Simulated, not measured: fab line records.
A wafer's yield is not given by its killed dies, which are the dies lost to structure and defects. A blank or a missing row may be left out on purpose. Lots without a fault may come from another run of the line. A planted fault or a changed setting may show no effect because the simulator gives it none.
A struck lot beside a sound one :: flow nand-harc :: 46 steps out of a route of 1159
Sound: these wafers, L516.1, L516.2, L516.4. Struck: wafer L525.4. Last of all comes the cause.
At each step with rows: each side's tool, then ch and its chambers, then its first start. Under that, the readings that differ: sound wafers :: struck wafers :: difference of the means :: sigmas: that difference in standard deviations of wafers without a fault.
alike: readings with means less than 2 such deviations apart, plus words and numbers identical on both sides. not compared: withheld readings, readings lacking a value on some wafer, bounds such as >300 that could conceal the same value, and numbers that have no deviation in the record and whose values overlap.
Wherever a step has rows on one side only, a row that says differs or no value, or a row with sigmas, the two part there. Numbers that have no deviation but don't overlap get no sigmas and don't part them. A reading missing from all wafers of one side parts the sides only when that side holds two or more wafers.

NHARC_P_STI_OCD_MEAS_17:
  sound on ocd-02 at day 3 11:00; struck on ocd-01 at day 5 19:14
  alike: trench-depth-nm, trench-foot-cd-nm
then, 3 steps without rows for these wafers: NHARC_P_STI_STRIP_19 (strips in SPM, time 900 s); NHARC_P_STI_PRECLEAN_32 (cleans in SC1); NHARC_P_STI_SRD_23.
NHARC_P_STI_OCD_MEAS_43:
  sound on ocd-02 at day 3 11:31; struck on ocd-02 at day 5 19:44
  alike: trench-depth-nm, trench-foot-cd-nm
then, 3 steps without rows for these wafers: NHARC_P_STI_OXIDE_33 (material SiO2, target thk 10 nm, ox time 281 s); NHARC_P_STI_HDPCVD_20 (deposits SiO2); NHARC_P_STI_ANNEAL_34 (time 1800 s).
NHARC_P_STI_CMP_21: polishes, t overpolish 20 s, target thk 380.67 nm.
  sound on cmp-01 ch 0,1,2, day 4 08:02; struck on cmp-04 ch 2, day 6 13:14
  alike: motor-current-A, overpolish-run-s
then, 2 steps without rows for these wafers: NHARC_P_STI_SRD_35; NHARC_P_STI_ETCH_36 (etches SiO2 in dHF, target depth 38.8 nm).
NHARC_P_STI_STRIP_24: strips Si3N4 in H3PO4.
  sound on wet-bench-04 ch 3,4,7, day 4 08:23; struck on wet-bench-01 ch 1, day 6 13:34
then, 4 steps without rows for these wafers: NHARC_P_STI_ETCH_37 (etches SiO2 in dHF, target depth 11 nm); NHARC_P_STI_PRECLEAN_38 (cleans in SC1); NHARC_P_STI_SRD_39; NHARC_P_STI_OXIDE_40 (material SiO2, target thk 10 nm, ox time 1362 s).
NHARC_P_STI_INSPECT_25:
  sound on defect-inspect-01 at day 4 16:35; struck on defect-inspect-02 at day 6 21:40
reading: raw-defect-count
sound: 219 179 208
struck: 465
difference: +263
sigmas: +4
then, 12 steps without rows for these wafers: NHARC_P_GATE_ETCH_69 (etches SiO2 in dHF, target depth 14 nm); NHARC_P_GATE_PRECLEAN_70 (cleans in SC1); NHARC_P_GATE_SRD_01; NHARC_P_GATE_OXIDE_02 (material SiO2, target thk 37.5 nm, ox time 365 s); NHARC_P_GATE_DEHYDRATE_03 (time 120 s); NHARC_P_GATE_HMDS_04 (time 30 s); NHARC_P_GATE_COAT_05; NHARC_P_GATE_SOFTBAKE_06 (time 95 s); NHARC_P_GATE_EBR_07; NHARC_P_GATE_EXPOSE_08 (exposes mask P HV); NHARC_P_GATE_PEB_09 (peb time 85 s); NHARC_P_GATE_DEVELOP_10 (time 70 s).
NHARC_P_GATE_CD_MEAS_11: the cd target is 1640 nm.
  sound on cd-sem-03 ch 0, day 5 00:51; struck on cd-sem-03 ch 0, day 7 05:41
  alike: cd-nm
then, 1 step without rows for these wafers: NHARC_P_GATE_HARDBAKE_12 (time 80 s).
NHARC_P_GATE_DESCUM_13: chemistry O2, time 3 s.
  sound on rie-diel-11 ch 0,2,3, day 5 01:01; struck on rie-diel-11 ch 0, day 7 05:52
reading: o2-flow-sccm (sccm)
sound: 200.4 200.1 199.5
struck: 198.3
difference: -1.7
sigmas: -3

reading: rf-hours-counter-h (h)
sound: 13 12 13
struck: 21
difference: +8
sigmas: 

reading: throttle-valve-pct (%)
sound: 11.315 11.306 11.305
struck: 11.330
difference: +0.021
sigmas: +2
  alike: drypump-motor-current-A, oes-product-au, rf-vpp-V, showerhead-plenum-p-Torr
then, 6 steps without rows for these wafers: NHARC_P_GATE_ETCH_14 (etches SiO2 in dHF, target depth 48.8 nm); NHARC_P_GATE_STRIP_15 (strips in SPM, time 780 s); NHARC_P_GATE_PRECLEAN_71 (cleans in SC1); NHARC_P_GATE_SRD_72; NHARC_P_GATE_OXIDE_16 (material SiO2, target thk 3 nm, ox time 392 s); NHARC_P_GATE_CVD_17 (deposits poly-Si, target thk 150 nm, time 900 s).
NHARC_P_GATE_HM_DEP_102: deposits aC, target thk 120 nm.
  sound on acl-dep-02 ch 0, day 5 14:10; struck on acl-dep-03 ch 0, day 7 18:34
  alike: throttle-valve-pct
NHARC_P_GATE_DEP_103: deposits SiON, target thk 30 nm.
  sound on pecvd-02 ch 0,1, day 5 14:51; struck on pecvd-01 ch 2, day 7 19:02
  alike: heater-power-w
then, 1 step without rows for these wafers: NHARC_P_GATE_DEHYDRATE_18 (time 120 s).
NHARC_P_GATE_INSPECT_28:
  sound on defect-inspect-02 at day 5 15:46; struck on defect-inspect-02 at day 7 19:53
reading: raw-defect-count
sound: 7 2 4
struck: 319
difference: +315
sigmas: +99 or more
  not compared: hold
NHARC_P_GATE_DESCUM_31: chemistry O2, time 3 s.
  sound on rie-diel-05 ch 0,1,3, day 5 15:52; struck on rie-diel-05 ch 1, day 7 22:44
reading: hold
sound: - - -
struck: await-dispo/2.7h/release
difference: no value on the sound wafers
sigmas: 

reading: rf-hours-counter-h (h)
sound: 45 43 41
struck: 61
difference: +18
sigmas: 
  alike: drypump-motor-current-A, o2-flow-sccm, oes-product-au, rf-vpp-V, showerhead-plenum-p-Torr, throttle-valve-pct
NHARC_P_GATE_DESCUM_93: chemistry O2, time 3 s.
  sound on rie-diel-11 ch 0,2,3, day 6 07:43; struck on rie-diel-11 ch 3, day 9 06:32
reading: rf-hours-counter-h (h)
sound: 19 18 19
struck: 28
difference: +9
sigmas: 
  alike: drypump-motor-current-A, o2-flow-sccm, oes-product-au, rf-vpp-V, showerhead-plenum-p-Torr, throttle-valve-pct
  not compared: model.P_GATE.cd-nm
NHARC_P_GATE_INSPECT_68:
  sound on defect-inspect-01 at day 6 10:47; struck on defect-inspect-02 at day 9 10:53
reading: raw-defect-count
sound: 245 171 189
struck: 454
difference: +252
sigmas: +4
-- a jump in the record: the struck wafers' starts before and after are 3 days apart (it breaks off in module P_GATE and resumes in module A_CHANNEL_HOLE_D1, where the first step shown is number 483 of the route) --
NHARC_A_CHANNEL_HOLE_D1_ETCH_44: etches the open film in CF4/O2, target depth 140 nm, overetch 14 nm, time 77 s.
  sound on rie-diel-02 ch 0,1,2, day 9 08:37; struck on rie-diel-02 ch 3, day 12 21:05
reading: drypump-motor-current-A (A)
sound: 5.7 6.1 5.6
struck: 4.8
difference: -1.0
sigmas: -3

reading: model.A_CHANNEL_HOLE_D1.cd-nm (nm)
sound: 87.25 90.16 87.23
struck: 91.26
difference: +3.05
sigmas: 
  alike: o2-flow-sccm, oes_ar_750_au, oes-product-au, rf-vpp-V, showerhead-plenum-p-Torr, throttle-valve-pct
  not compared: rf-hours-counter-h

## WHERE THEY PART
Earliest at NHARC_P_STI_INSPECT_25; latest, in this record, at NHARC_A_CHANNEL_HOLE_D1_ETCH_44.

WHY: whatever the simulator had introduced
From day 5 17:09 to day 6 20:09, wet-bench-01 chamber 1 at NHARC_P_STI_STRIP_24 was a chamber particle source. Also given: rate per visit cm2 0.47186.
